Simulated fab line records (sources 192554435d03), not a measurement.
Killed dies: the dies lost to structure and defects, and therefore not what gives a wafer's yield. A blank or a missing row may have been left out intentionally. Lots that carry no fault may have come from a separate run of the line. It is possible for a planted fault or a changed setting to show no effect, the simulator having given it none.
The tool behind it: which one? || flow n5-finfet || 27 wafers from 9 lots sampled at 7 of the route's 1938 steps

WHAT EACH GAUGE READ, for each wafer
N5_BEOL_M11_CD_MEAS_18: pitch 140 nm, target cd 70 nm. Usual: cd-nm 70.0 nm, standard deviation 0.64.
{"lot": "L894", "measured": "day 11 11:47", "on": "cd-sem-02", "cd-nm (nm)": "70.2 70.1 70.5", "flag": ""}
{"lot": "L902", "measured": "day 12 16:05", "on": "cd-sem-02", "cd-nm (nm)": "69.7 70.2 70.1", "flag": ""}
{"lot": "L900", "measured": "day 13 16:22", "on": "cd-sem-01", "cd-nm (nm)": "69.5 69.8 69.6", "flag": ""}
{"lot": "L906", "measured": "day 14 20:23", "on": "cd-sem-03", "cd-nm (nm)": "69.2 68.9 69.5", "flag": ""}
{"lot": "L908", "measured": "day 15 03:29", "on": "cd-sem-03", "cd-nm (nm)": "71.2 71.9 71.0", "flag": ""}
{"lot": "L910", "measured": "day 15 15:01", "on": "cd-sem-01", "cd-nm (nm)": "70.4 70.9 70.3", "flag": ""}
{"lot": "L914", "measured": "day 16 09:44", "on": "cd-sem-02", "cd-nm (nm)": "68.9 69.5 69.5", "flag": ""}
{"lot": "L915", "measured": "day 17 02:22", "on": "cd-sem-03", "cd-nm (nm)": "69.2 68.1 69.6", "flag": ""}
{"lot": "L916", "measured": "day 17 10:48", "on": "cd-sem-02", "cd-nm (nm)": "70.2 70.4 70.2", "flag": ""}

N5_BEOL_M11_CD_MEAS_28 targets a cd of 70 nm. Usual: cd-nm 70.1 nm, standard deviation 1.
{"lot": "L894", "measured": "day 11 13:25", "on": "cd-sem-01", "cd-nm (nm)": "70.0 70.3 72.0", "flag": ""}
{"lot": "L902", "measured": "day 12 16:32", "on": "cd-sem-03", "cd-nm (nm)": "68.1 69.1 68.0", "flag": ""}
{"lot": "L900", "measured": "day 13 17:31", "on": "cd-sem-02", "cd-nm (nm)": "70.3 71.5 71.1", "flag": ""}
{"lot": "L906", "measured": "day 14 21:53", "on": "cd-sem-03", "cd-nm (nm)": "71.2 71.4 70.0", "flag": ""}
{"lot": "L908", "measured": "day 15 03:59", "on": "cd-sem-02", "cd-nm (nm)": "69.7 69.8 69.2", "flag": ""}
{"lot": "L910", "measured": "day 15 17:25", "on": "cd-sem-03", "cd-nm (nm)": "69.7 69.9 69.2", "flag": ""}
{"lot": "L914", "measured": "day 16 10:35", "on": "cd-sem-02", "cd-nm (nm)": "69.8 68.8 68.9", "flag": ""}
{"lot": "L915", "measured": "day 17 05:43", "on": "cd-sem-02", "cd-nm (nm)": "69.9 69.5 70.3", "flag": ""}
{"lot": "L916", "measured": "day 17 14:31", "on": "cd-sem-02", "cd-nm (nm)": "71.5 71.8 71.0", "flag": ""}

N5_BEOL_M11_OCD_MEAS_38. Usual: trench-depth-nm 149.8 nm, standard deviation 2.5.
{"lot": "L894", "measured": "day 11 14:01", "on": "ocd-02", "trench-depth-nm (nm)": "153.7 146.6 153.3", "flag": ""}
{"lot": "L902", "measured": "day 12 17:07", "on": "ocd-02", "trench-depth-nm (nm)": "150.6 152.1 149.4", "flag": ""}
{"lot": "L900", "measured": "day 13 18:06", "on": "ocd-02", "trench-depth-nm (nm)": "149.4 150.1 152.2", "flag": ""}
{"lot": "L906", "measured": "day 14 22:29", "on": "ocd-01", "trench-depth-nm (nm)": "152.9 160.5 150.6", "flag": ""}
{"lot": "L908", "measured": "day 15 04:35", "on": "ocd-01", "trench-depth-nm (nm)": "153.9 147.0 153.3", "flag": ""}
{"lot": "L910", "measured": "day 15 17:59", "on": "ocd-02", "trench-depth-nm (nm)": "151.8 162.5 149.2", "flag": ""}
{"lot": "L914", "measured": "day 16 11:10", "on": "ocd-02", "trench-depth-nm (nm)": "150.5 154.9 151.2", "flag": ""}
{"lot": "L915", "measured": "day 17 06:17", "on": "ocd-02", "trench-depth-nm (nm)": "150.5 148.4 150.5", "flag": ""}
{"lot": "L916", "measured": "day 17 15:06", "on": "ocd-01", "trench-depth-nm (nm)": "148.9 148.8 148.2", "flag": ""}

N5_BEOL_M11_THK_MEAS_53: measures by xrf. Usual: M11_THK 140.8 nm, standard deviation 2.6.
{"lot": "L894", "measured": "day 11 16:58", "on": "film-metro-01", "M11_THK (nm)": "144.4 138.1 142.0", "flag": ""}
{"lot": "L902", "measured": "day 12 19:29", "on": "film-metro-02", "M11_THK (nm)": "142.6 143.1 141.2", "flag": ""}
{"lot": "L900", "measured": "day 13 20:47", "on": "film-metro-01", "M11_THK (nm)": "139.8 140.9 141.9", "flag": ""}
{"lot": "L906", "measured": "day 15 01:42", "on": "film-metro-02", "M11_THK (nm)": "144.9 150.5 142.5", "flag": ""}
{"lot": "L908", "measured": "day 15 09:01", "on": "film-metro-02", "M11_THK (nm)": "144.5 138.4 143.7", "flag": ""}
{"lot": "L910", "measured": "day 15 21:21", "on": "film-metro-02", "M11_THK (nm)": "144.4 153.9 141.0", "flag": ""}
{"lot": "L914", "measured": "day 16 14:49", "on": "film-metro-01", "M11_THK (nm)": "142.1 145.9 142.4", "flag": ""}
{"lot": "L915", "measured": "day 17 08:23", "on": "film-metro-02", "M11_THK (nm)": "141.4 139.7 142.3", "flag": ""}
{"lot": "L916", "measured": "day 17 17:23", "on": "film-metro-02", "M11_THK (nm)": "141.7 141.0 140.6", "flag": ""}

N5_BEOL_M11_RS_MEAS_57: a four-point-probe measurement. Usual: M11_RS 0.150 ohm/sq, standard deviation 0.003.
{"lot": "L894", "measured": "day 11 17:05", "on": "film-metro-01", "M11_RS (ohm/sq)": "0.145 0.152 0.149", "flag": ""}
{"lot": "L902", "measured": "day 12 19:37", "on": "film-metro-02", "M11_RS (ohm/sq)": "0.148 0.148 0.148", "flag": ""}
{"lot": "L900", "measured": "day 13 20:55", "on": "film-metro-01", "M11_RS (ohm/sq)": "0.151 0.150 0.147", "flag": ""}
{"lot": "L906", "measured": "day 15 01:50", "on": "film-metro-02", "M11_RS (ohm/sq)": "0.146 0.139 0.148", "flag": ""}
{"lot": "L908", "measured": "day 15 09:08", "on": "film-metro-01", "M11_RS (ohm/sq)": "0.147 0.155 0.148", "flag": ""}
{"lot": "L910", "measured": "day 15 21:28", "on": "film-metro-01", "M11_RS (ohm/sq)": "0.146 0.136 0.150", "flag": ""}
{"lot": "L914", "measured": "day 16 14:56", "on": "film-metro-01", "M11_RS (ohm/sq)": "0.150 0.145 0.149", "flag": ""}
{"lot": "L915", "measured": "day 17 08:31", "on": "film-metro-02", "M11_RS (ohm/sq)": "0.150 0.151 0.147", "flag": ""}
{"lot": "L916", "measured": "day 17 17:31", "on": "film-metro-02", "M11_RS (ohm/sq)": "0.149 0.149 0.150", "flag": ""}

TOOL THAT RAN EACH LOT (tool first, then ch and the chambers of the sampled wafers, then the start)
{"lot": "L894", "N5_BEOL_M11_TRENCH_ETCH_37": "rie-diel-04 ch 0,1, day 11 13:50", "N5_BEOL_M11_ETCH_41": "rie-diel-04 ch 0,1, day 11 14:01 or earlier"}
{"lot": "L902", "N5_BEOL_M11_TRENCH_ETCH_37": "rie-diel-04 ch 0,2, day 12 16:56", "N5_BEOL_M11_ETCH_41": "rie-diel-04 ch 0,2, day 12 17:07 or earlier"}
{"lot": "L900", "N5_BEOL_M11_TRENCH_ETCH_37": "rie-diel-04 ch 0,1,2, day 13 17:55", "N5_BEOL_M11_ETCH_41": "rie-diel-04 ch 0,1,2, day 13 18:06 or earlier"}
{"lot": "L906", "N5_BEOL_M11_TRENCH_ETCH_37": "rie-diel-04 ch 0,1,2, day 14 22:19", "N5_BEOL_M11_ETCH_41": "rie-diel-04 ch 0,1,2, day 14 22:29 or earlier"}
{"lot": "L908", "N5_BEOL_M11_TRENCH_ETCH_37": "rie-diel-02 ch 0,1, day 15 04:24", "N5_BEOL_M11_ETCH_41": "rie-diel-02 ch 0,1, day 15 04:35 or earlier"}
{"lot": "L910", "N5_BEOL_M11_TRENCH_ETCH_37": "rie-diel-04 ch 0,1,2, day 15 17:49", "N5_BEOL_M11_ETCH_41": "rie-diel-04 ch 0,1,2, day 15 17:59 or earlier"}
{"lot": "L914", "N5_BEOL_M11_TRENCH_ETCH_37": "rie-diel-02 ch 1,3, day 16 10:59", "N5_BEOL_M11_ETCH_41": "rie-diel-02 ch 1,3, day 16 11:10 or earlier"}
{"lot": "L915", "N5_BEOL_M11_TRENCH_ETCH_37": "rie-diel-05 ch 0,2,3, day 17 06:07", "N5_BEOL_M11_ETCH_41": "rie-diel-05 ch 0,2,3, day 17 06:17 or earlier"}
{"lot": "L916", "N5_BEOL_M11_TRENCH_ETCH_37": "rie-diel-05 ch 0,3, day 17 14:55", "N5_BEOL_M11_ETCH_41": "rie-diel-05 ch 0,3, day 17 15:06 or earlier"}
- N5_BEOL_M11_TRENCH_ETCH_37: etches SiCOH lowk in C4F6/O2, target depth 148.83 nm, time 48 s.
- N5_BEOL_M11_ETCH_41: etches SiCN in CH3F/O2, target depth 42.6 nm, time 86 s.

AS READ BY THE TOOLS THEMSELVES (means over the sampled wafers that have a number; for cases with no such wafer, the mark the record gives instead)
N5_BEOL_M11_TRENCH_ETCH_37. Usual: O2_flow_sccm 9.994 sccm, standard deviation 0.029; drypump-motor-current-A 5.6 A, standard deviation 0.49; oes_f_703_au 0.80 a.u., standard deviation 0.074; oes-product-au 0.81 a.u., standard deviation 0.081; rf-fwd-power-W 341.2 W, standard deviation 1.6; rf-vpp-V 671 V, standard deviation 11; showerhead-plenum-p-Torr 2.87 Torr, standard deviation 0.11; throttle-valve-pct 21.03 %, standard deviation 0.22.
{"lot": "L894", "tool": "rie-diel-04", "O2_flow_sccm (sccm)": 10.014, "drypump-motor-current-A (A)": 4.9, "oes_f_703_au (a.u.)": 0.80, "oes-product-au (a.u.)": 0.82, "rf-fwd-power-W (W)": 341.9, "rf-vpp-V (V)": 669, "showerhead-plenum-p-Torr (Torr)": 2.94, "throttle-valve-pct (%)": 20.89, "flag": ""}
{"lot": "L902", "tool": "rie-diel-04", "O2_flow_sccm (sccm)": 9.976, "drypump-motor-current-A (A)": 5.3, "oes_f_703_au (a.u.)": 0.83, "oes-product-au (a.u.)": 0.85, "rf-fwd-power-W (W)": 340.8, "rf-vpp-V (V)": 677, "showerhead-plenum-p-Torr (Torr)": 3.01, "throttle-valve-pct (%)": 20.93, "flag": ""}
{"lot": "L900", "tool": "rie-diel-04", "O2_flow_sccm (sccm)": 10.002, "drypump-motor-current-A (A)": 5.4, "oes_f_703_au (a.u.)": 0.85, "oes-product-au (a.u.)": 0.88, "rf-fwd-power-W (W)": 340.3, "rf-vpp-V (V)": 672, "showerhead-plenum-p-Torr (Torr)": 2.94, "throttle-valve-pct (%)": 20.94, "flag": ""}
{"lot": "L906", "tool": "rie-diel-04", "O2_flow_sccm (sccm)": 9.987, "drypump-motor-current-A (A)": 5.4, "oes_f_703_au (a.u.)": 0.92, "oes-product-au (a.u.)": 0.88, "rf-fwd-power-W (W)": 368.4, "rf-vpp-V (V)": 649, "showerhead-plenum-p-Torr (Torr)": 2.93, "throttle-valve-pct (%)": 20.96, "flag": "OFF"}
{"lot": "L908", "tool": "rie-diel-02", "O2_flow_sccm (sccm)": 10.011, "drypump-motor-current-A (A)": 5.3, "oes_f_703_au (a.u.)": 0.80, "oes-product-au (a.u.)": 0.80, "rf-fwd-power-W (W)": 341.3, "rf-vpp-V (V)": 673, "showerhead-plenum-p-Torr (Torr)": 2.80, "throttle-valve-pct (%)": 21.21, "flag": ""}
{"lot": "L910", "tool": "rie-diel-04", "O2_flow_sccm (sccm)": 10.017, "drypump-motor-current-A (A)": 5.4, "oes_f_703_au (a.u.)": 0.91, "oes-product-au (a.u.)": 0.86, "rf-fwd-power-W (W)": 367.0, "rf-vpp-V (V)": 650, "showerhead-plenum-p-Torr (Torr)": 2.93, "throttle-valve-pct (%)": 20.97, "flag": "OFF"}
{"lot": "L914", "tool": "rie-diel-02", "O2_flow_sccm (sccm)": 9.969, "drypump-motor-current-A (A)": 5.5, "oes_f_703_au (a.u.)": 0.83, "oes-product-au (a.u.)": 0.83, "rf-fwd-power-W (W)": 342.6, "rf-vpp-V (V)": 668, "showerhead-plenum-p-Torr (Torr)": 2.77, "throttle-valve-pct (%)": 21.08, "flag": ""}
{"lot": "L915", "tool": "rie-diel-05", "O2_flow_sccm (sccm)": 10.007, "drypump-motor-current-A (A)": 5.6, "oes_f_703_au (a.u.)": 0.79, "oes-product-au (a.u.)": 0.81, "rf-fwd-power-W (W)": 341.2, "rf-vpp-V (V)": 674, "showerhead-plenum-p-Torr (Torr)": 2.91, "throttle-valve-pct (%)": 20.90, "flag": ""}
{"lot": "L916", "tool": "rie-diel-05", "O2_flow_sccm (sccm)": 9.987, "drypump-motor-current-A (A)": 5.6, "oes_f_703_au (a.u.)": 0.84, "oes-product-au (a.u.)": 0.85, "rf-fwd-power-W (W)": 340.4, "rf-vpp-V (V)": 688, "showerhead-plenum-p-Torr (Torr)": 2.99, "throttle-valve-pct (%)": 20.77, "flag": ""}

N5_BEOL_M11_ETCH_41. Usual: O2_flow_sccm 20.01 sccm, standard deviation 0.062; drypump-motor-current-A 5.6 A, standard deviation 0.49; oes-product-au 0.81 a.u., standard deviation 0.08; rf-fwd-power-W 391.9 W, standard deviation 1.3; rf-vpp-V 297.7 V, standard deviation 1.7; showerhead-plenum-p-Torr 2.02 Torr, standard deviation 0.08; throttle-valve-pct 16.39 %, standard deviation 0.22.
{"lot": "L894", "tool": "rie-diel-04", "O2_flow_sccm (sccm)": 19.95, "drypump-motor-current-A (A)": 4.9, "oes-product-au (a.u.)": 0.81, "rf-fwd-power-W (W)": 390.9, "rf-vpp-V (V)": 298.6, "showerhead-plenum-p-Torr (Torr)": 2.07, "throttle-valve-pct (%)": 16.29, "flag": ""}
{"lot": "L902", "tool": "rie-diel-04", "O2_flow_sccm (sccm)": 20.05, "drypump-motor-current-A (A)": 5.2, "oes-product-au (a.u.)": 0.85, "rf-fwd-power-W (W)": 390.4, "rf-vpp-V (V)": 298.7, "showerhead-plenum-p-Torr (Torr)": 2.12, "throttle-valve-pct (%)": 16.29, "flag": ""}
{"lot": "L900", "tool": "rie-diel-04", "O2_flow_sccm (sccm)": 20.08, "drypump-motor-current-A (A)": 5.4, "oes-product-au (a.u.)": 0.88, "rf-fwd-power-W (W)": 391.6, "rf-vpp-V (V)": 299.2, "showerhead-plenum-p-Torr (Torr)": 2.07, "throttle-valve-pct (%)": 16.30, "flag": ""}
{"lot": "L906", "tool": "rie-diel-04", "O2_flow_sccm (sccm)": 20.06, "drypump-motor-current-A (A)": 5.4, "oes-product-au (a.u.)": 0.86, "rf-fwd-power-W (W)": 390.5, "rf-vpp-V (V)": 298.2, "showerhead-plenum-p-Torr (Torr)": 2.06, "throttle-valve-pct (%)": 16.31, "flag": ""}
{"lot": "L908", "tool": "rie-diel-02", "O2_flow_sccm (sccm)": 20.00, "drypump-motor-current-A (A)": 5.3, "oes-product-au (a.u.)": 0.80, "rf-fwd-power-W (W)": 391.9, "rf-vpp-V (V)": 296.3, "showerhead-plenum-p-Torr (Torr)": 1.97, "throttle-valve-pct (%)": 16.54, "flag": ""}
{"lot": "L910", "tool": "rie-diel-04", "O2_flow_sccm (sccm)": 20.02, "drypump-motor-current-A (A)": 5.4, "oes-product-au (a.u.)": 0.85, "rf-fwd-power-W (W)": 392.3, "rf-vpp-V (V)": 298.4, "showerhead-plenum-p-Torr (Torr)": 2.06, "throttle-valve-pct (%)": 16.32, "flag": ""}
{"lot": "L914", "tool": "rie-diel-02", "O2_flow_sccm (sccm)": 20.02, "drypump-motor-current-A (A)": 5.5, "oes-product-au (a.u.)": 0.84, "rf-fwd-power-W (W)": 393.0, "rf-vpp-V (V)": 296.2, "showerhead-plenum-p-Torr (Torr)": 1.94, "throttle-valve-pct (%)": 16.40, "flag": ""}
{"lot": "L915", "tool": "rie-diel-05", "O2_flow_sccm (sccm)": 20.04, "drypump-motor-current-A (A)": 5.6, "oes-product-au (a.u.)": 0.81, "rf-fwd-power-W (W)": 392.3, "rf-vpp-V (V)": 297.9, "showerhead-plenum-p-Torr (Torr)": 2.04, "throttle-valve-pct (%)": 16.27, "flag": ""}
{"lot": "L916", "tool": "rie-diel-05", "O2_flow_sccm (sccm)": 19.93, "drypump-motor-current-A (A)": 5.6, "oes-product-au (a.u.)": 0.86, "rf-fwd-power-W (W)": 393.3, "rf-vpp-V (V)": 299.6, "showerhead-plenum-p-Torr (Torr)": 2.11, "throttle-valve-pct (%)": 16.14, "flag": ""}

THE ANSWER, worked out from the rows above alone
Rule: take the mean of a lot's wafers that have a number; if it is more than 3 standard deviations from the usual mean, the lot is off. Also off: a lot with no number at a reading for which 4 or more lots have one. Any other lot the step has rows for is counted as sound. Order of review: gauges by route order, followed by the tools' own readings, for which a lot's mean as printed above is used. The first step at which some lot is off is used, and at that step the reading that is off furthest; a lot without a number counts as furthest.
Off, at N5_BEOL_M11_TRENCH_ETCH_37 on rf-fwd-power-W: L906, L910.
A tool fits if, at that step or a process step before it, it ran every lot that is off, and no sound lot after the first of them. One candidate fits, namely rie-diel-04 at N5_BEOL_M11_TRENCH_ETCH_37. Its last sound lot is L900 (day 13 17:55), its first lot that is off L906 (day 14 22:19): a fault that began between those two fits.
The tool's own readings at N5_BEOL_M11_TRENCH_ETCH_37 bear it out: on the lots that are off they differ by more than 5 times the standard deviation of the sound lots' means. rf-fwd-power-W reads 367.7 W there against 341.2 W on the sound lots.

WHAT WAS PUT IN BY THE SIMULATOR
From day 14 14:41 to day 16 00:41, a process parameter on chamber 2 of rie-diel-04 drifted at N5_BEOL_M11_TRENCH_ETCH_37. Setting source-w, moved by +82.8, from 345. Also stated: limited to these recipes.
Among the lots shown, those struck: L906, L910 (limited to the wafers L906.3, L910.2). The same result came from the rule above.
